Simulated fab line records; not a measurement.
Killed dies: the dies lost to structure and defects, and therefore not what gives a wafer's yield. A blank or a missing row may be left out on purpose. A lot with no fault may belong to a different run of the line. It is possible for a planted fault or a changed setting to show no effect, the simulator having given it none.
What tool caused it? -- flow n5 finfet -- 24 wafers from 8 lots sampled at 7 of the route's 1938 steps

== WHAT THE GAUGES SHOWED, per wafer ==
N5_WELL_APT_INSPECT_38: inspects for defects (darkfield). Usual: raw defect count at 13, with a standard deviation of 5.3.
lot,measured,on,raw defect count,flag
L480,day 2 05:02,defect inspect-01,4 11 14,
L482,day 2 17:25,defect inspect-01,10 14 7,
L491,day 4 23:28,defect inspect-02,13 11 9,
L493,day 5 10:48,defect inspect-02,8 11 14,
L494,day 5 16:51,defect inspect-02,4 10 10,
L495,day 5 22:55,defect inspect-02,16 12 11,
L496,day 6 04:54,defect inspect-01,14 18 22,
L500,day 7 05:14,defect inspect-01,17 12 27,

N5_FIN_SAQP_CD_MEAS_31 targets a cd of 8 nm. Usual: cd nm at 8.09 nm, with a standard deviation of 0.21.
lot,measured,on,cd nm (nm),flag
L480,day 2 13:19,cd sem-01,8.59 8.32 8.05,
L482,day 3 02:47,cd sem-03,7.89 7.90 7.93,
L491,day 5 08:01,cd sem-01,8.18 7.83 8.27,
L493,day 5 20:10,cd sem-02,- - -,OFF
L494,day 6 02:10,cd sem-02,- - -,OFF
L495,day 6 08:25,cd sem-01,7.91 8.22 7.75,
L496,day 6 13:53,cd sem-01,8.06 8.17 8.20,
L500,day 7 16:48,cd sem-01,8.23 7.95 8.29,

N5_BEOL_M4_RC_MEAS_101. Usual: DIBL_N 36.2 mV/V, standard deviation 1.2; DIBL_P 36.3 mV/V, standard deviation 1.3; IOFF_N 0.155 nA/um, standard deviation 0.019; IOFF_P 0.210 nA/um, standard deviation 0.029; ION_N 677 uA/um, standard deviation 8.6; ION_P 465 uA/um, standard deviation 6.8; SS_N 71.4 mV/dec, standard deviation 0.48; SS_P 73.2 mV/dec, standard deviation 0.53; VT_N 249.9 mV, standard deviation 2.4; VT_P -250 mV, standard deviation 3.2.
lot,measured,on,DIBL_N (mV/V),DIBL_P (mV/V),IOFF_N (nA/um),IOFF_P (nA/um),ION_N (uA/um),ION_P (uA/um),SS_N (mV/dec),SS_P (mV/dec),VT_N (mV),VT_P (mV),flag
L480,day 7 20:34,prober-02,35.9 35.5 35.7,36.3 36.4 36.2,0.161 0.155 0.155,0.233 0.227 0.229,680 690 681,471 476 472,71.5 70.4 70.8,73.6 72.9 73.7,247.7 246.8 246.7,-247 -247 -248,
L482,day 9 07:53,prober-02,35.7 37.4 37.0,36.0 38.4 37.4,0.144 0.182 0.166,0.215 0.245 0.222,671 678 666,463 469 464,71.6 70.9 71.0,73.4 74.0 73.7,251.6 246.6 249.5,-249 -247 -248,
L491,day 12 04:12,prober-01,37.0 35.7 39.4,35.5 34.1 38.0,0.158 0.138 0.196,0.207 0.196 0.252,678 683 681,463 472 469,71.4 71.5 71.9,73.4 72.2 73.3,250.1 250.8 247.5,-250 -245 -245,
L495,day 13 04:23,prober-02,38.3 38.5 37.0,36.4 36.8 35.2,0.164 0.166 0.143,0.178 0.186 0.159,679 676 678,460 451 459,70.9 71.7 71.3,73.2 73.6 72.5,250.1 251.8 249.1,-255 -254 -256,
L496,day 12 18:44,prober-02,36.5 35.7 36.0,37.6 36.6 37.3,0.155 0.142 0.145,0.216 0.194 0.219,672 676 676,464 464 463,70.9 71.5 71.8,73.4 73.3 73.5,250.2 251.9 251.1,-248 -251 -248,
L500,day 14 17:31,prober-02,36.7 36.6 37.7,36.1 35.9 38.0,0.170 0.166 0.184,0.206 0.199 0.240,676 676 690,466 461 471,71.5 70.6 72.1,73.0 73.5 73.9,247.0 250.3 245.6,-251 -252 -249,

== TOOL THAT RAN EACH LOT (tool first, then ch and the chambers of the sampled wafers, then the start) ==
lot,N5_WELL_APT_DESCUM_30,N5_FIN_SAQP_PECVD_47,N5_FIN_SAQP_ETCH_51,N5_FIN_SAQP_MANDREL_ETCH_58
L480,"rie diel-02 ch 1,2, day 2 03:23","pecvd-02 ch 0,2, day 2 09:00","rie diel-01 ch 0,1,3, day 2 09:40","rie si-01 ch 0,2, day 2 11:52"
L482,"rie diel-01 ch 0,1,3, day 2 15:25","pecvd-02 ch 0,2, day 2 22:31","rie diel-04 ch 0,2,3, day 2 23:17","rie si-06 ch 0,2,3, day 3 01:26"
L491,"rie diel-04 ch 1,2,3, day 4 21:17","pecvd-02 ch 1,2, day 5 03:47","rie diel-02 ch 1,2, day 5 04:28","rie si-02 ch 0,1,2, day 5 06:39"
L493,"rie diel-02 ch 0,2, day 5 09:02","pecvd-02 ch 0,1,2, day 5 15:34","rie diel-01 ch 0,2, day 5 16:28","rie si-02 ch 0,3, day 5 18:47"
L494,"rie diel-04 ch 0,1,3, day 5 15:12","pecvd-02 ch 0,1, day 5 20:55","rie diel-02 ch 1,2, day 5 22:11","rie si-01 ch 0,2,3, day 6 00:29"
L495,"rie diel-02 ch 1,2, day 5 21:01","pecvd-04 ch 0,1,2, day 6 03:22","rie diel-04 ch 2,3, day 6 04:09","rie si-01 ch 1,3, day 6 07:04"
L496,"rie diel-02 ch 1,2,3, day 6 03:16","pecvd-02 ch 0,1,2, day 6 09:33","rie diel-02 ch 1,2,3, day 6 10:20","rie si-01 ch 0,1, day 6 12:31"
L500,"rie diel-04 ch 0,1,2, day 7 03:10","pecvd-04 ch 0,1,2, day 7 09:35","rie diel-04 ch 0,1,2, day 7 10:16","rie si-01 ch 0,2,3, day 7 12:25"
- N5_WELL_APT_DESCUM_30: chemistry O2, time 7.9 s.
- N5_FIN_SAQP_PECVD_47: deposits a-Si from SiH4/He, target thk 45 nm, time 36.3 s.
- N5_FIN_SAQP_ETCH_51: etches SiARC in CF4, target depth 45.5 nm, time 75.8 s.
- N5_FIN_SAQP_MANDREL_ETCH_58: etches a-Si in HBr/Cl2, stops on SiNx, target depth 45 nm, bt time 10 s, time 27 s.

== AS READ BY THE TOOLS THEMSELVES (means over the sampled wafers that have a number; for cases with no such wafer, the mark the record gives instead) ==
N5_WELL_APT_DESCUM_30. Usual: drypump motor current A 5.5 A, standard deviation 0.39; oes product au 0.82 a.u., standard deviation 0.1; rf vpp V 243.9 V, standard deviation 1.1; showerhead plenum p Torr 2.14 Torr, standard deviation 0.059; throttle valve pct 20.42 %, standard deviation 0.2.
lot,tool,drypump motor current A (A),oes product au (a.u.),rf vpp V (V),showerhead plenum p Torr (Torr),throttle valve pct (%),flag
L480,rie diel-02,4.9,0.85,243.5,2.12,20.48,
L482,rie diel-01,5.6,0.80,244.6,2.15,20.34,
L491,rie diel-04,5.5,0.93,242.9,2.11,20.38,
L493,rie diel-02,5.6,0.72,244.2,2.15,20.69,
L494,rie diel-04,5.6,0.86,243.6,2.09,20.43,
L495,rie diel-02,5.2,0.78,243.5,2.10,20.45,
L496,rie diel-02,5.1,0.77,243.4,2.12,20.42,
L500,rie diel-04,5.5,0.84,243.0,2.09,20.46,

N5_FIN_SAQP_PECVD_47. Usual: chamber pressure Torr 2.999 Torr, standard deviation 0.0061; heater power outer w 496 W, standard deviation 81; heater power w 799 W, standard deviation 110; showerhead plenum p Torr 5.65 Torr, standard deviation 0.047; throttle valve pct 18.3 %, standard deviation 0.81.
lot,tool,chamber pressure Torr (Torr),heater power outer w (W),heater power w (W),showerhead plenum p Torr (Torr),throttle valve pct (%),flag
L480,pecvd-02,2.998,424,692,5.64,17.5,
L482,pecvd-02,2.996,419,697,5.60,17.8,
L491,pecvd-02,2.998,487,775,5.62,18.7,
L493,pecvd-02,-,-,-,-,-,OFF
L494,pecvd-02,-,-,-,-,-,OFF
L495,pecvd-04,2.997,520,853,5.69,18.1,
L496,pecvd-02,3.001,453,738,5.63,18.2,
L500,pecvd-04,3.000,499,826,5.69,18.2,

N5_FIN_SAQP_ETCH_51. Usual: drypump motor current A 5.4 A, standard deviation 0.38; etch rf on time s 75.1 s, standard deviation 1; oes product au 0.70 a.u., standard deviation 0.085; rf vpp V 184.5 V, standard deviation 1.1; showerhead plenum p Torr 2.18 Torr, standard deviation 0.055; throttle valve pct 15.58 %, standard deviation 0.21.
lot,tool,drypump motor current A (A),etch rf on time s (s),oes product au (a.u.),rf vpp V (V),showerhead plenum p Torr (Torr),throttle valve pct (%),flag
L480,rie diel-01,5.6,74.8,0.68,183.9,2.20,15.56,
L482,rie diel-04,5.6,74.0,0.76,185.1,2.17,15.56,
L491,rie diel-02,5.2,76.4,0.67,183.6,2.15,15.57,
L493,rie diel-01,5.8,75.5,0.78,186.3,2.27,15.29,
L494,rie diel-02,5.2,76.4,0.66,184.1,2.14,15.58,
L495,rie diel-04,5.5,74.6,0.76,184.5,2.18,15.53,
L496,rie diel-02,5.1,75.2,0.67,184.8,2.17,15.61,
L500,rie diel-04,5.5,74.7,0.71,183.7,2.13,15.62,

N5_FIN_SAQP_MANDREL_ETCH_58. Usual: drypump motor current A 5.6 A, standard deviation 0.48; oes product au 0.695 a.u., standard deviation 0.011; throttle valve pct 35.59 %, standard deviation 0.25.
lot,tool,drypump motor current A (A),oes product au (a.u.),throttle valve pct (%),flag
L480,rie si-01,5.6,0.697,35.53,
L482,rie si-06,5.7,0.699,35.64,
L491,rie si-02,5.7,0.702,35.76,
L493,rie si-02,5.9,0.320,36.37,OFF
L494,rie si-01,5.4,0.319,36.41,OFF
L495,rie si-01,5.4,0.695,35.57,
L496,rie si-01,6.0,0.708,35.61,
L500,rie si-01,5.4,0.697,35.65,

== THE ANSWER, worked out from the rows above alone ==
Rule: a lot counts as off when the mean over its wafers that have a number is more than 3 standard deviations away from the usual mean. A lot without any number at a reading at which 4 lots or more have one is off too. Any other lot the step has rows for is counted as sound. Order of review: gauges by route order, followed by the tools' own readings, for which a lot's mean as printed above is used. At the first step where some lot is off, the reading lying furthest off is the one used; lots without a number count as furthest.
Off, at N5_FIN_SAQP_CD_MEAS_31 on cd nm: L493, L494. Without a number there: L493, L494.
A tool fits if, at a process step before that reading, it ran every lot that is off, and no sound lot after the first of them. Not tried: the gauges at N5_FIN_SAQP_CD_MEAS_31; whatever is off there is also off at N5_FIN_SAQP_PECVD_47, on other tools, and gauge error can't account for it. Not one of the candidates tried fits.

== WHAT THE SIMULATOR HAD PUT IN ==
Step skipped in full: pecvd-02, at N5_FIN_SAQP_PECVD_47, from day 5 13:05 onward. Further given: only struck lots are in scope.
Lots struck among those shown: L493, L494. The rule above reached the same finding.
